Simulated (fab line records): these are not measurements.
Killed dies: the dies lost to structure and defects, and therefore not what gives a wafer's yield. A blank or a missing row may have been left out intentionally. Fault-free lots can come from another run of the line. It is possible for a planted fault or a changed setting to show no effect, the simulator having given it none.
Chamber matching -- flow n5 finfet -- rie diel-06 running N5_BEOL_M1_ETCH_64: 4 sister chambers
The step etches SOC in N2/H2, target depth 75 nm, overetch 15 nm, time 112.5 s. 4 wafers are shown with their chamber, then 8 later ones without.

WAFERS WITH THEIR CHAMBER
wafer,chamber,showerhead plenum p Torr (Torr)
L088.5,1,2.60
L089.4,0,2.61
L089.5,2,2.44
L091.1,3,2.58

WAFERS WHOSE CHAMBER IS MISSING
wafer,showerhead plenum p Torr (Torr)
L091.3,2.43
L091.4,2.61
L092.2,2.43
L092.3,2.61
L092.4,2.61
L093.3,2.43
L093.5,2.61
L093.6,2.57

WHICH CHAMBER EACH WENT THROUGH
wafer,from the rows above,in truth
L091.3,2,2
L091.4,can't be placed: 0 or 1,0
L092.2,2,2
L092.3,can't be placed: 0 or 1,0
L092.4,can't be placed: 0 or 1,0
L093.3,2,2
L093.5,can't be placed: 0 or 1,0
L093.6,3,3
Correctly placed: 4 of 8. These rows do not allow placing 4 (true chamber among the candidates in 4). Wrongly placed: 0.
How it was worked out, from the rows above alone: a wafer's distance from a chamber is the root of the sum, over the readings, of the square of ((its reading less the chamber's mean) divided by the reading's scatter). If the next closest chamber is less than 2 further off than the closest, the wafer can't be placed; otherwise it belongs to the closest. For every chamber, the mean is computed from those of its wafers that are shown. The scatter: with one shown wafer a chamber, the root of the mean of the squares of how far each hidden wafer lies from its nearest shown one.
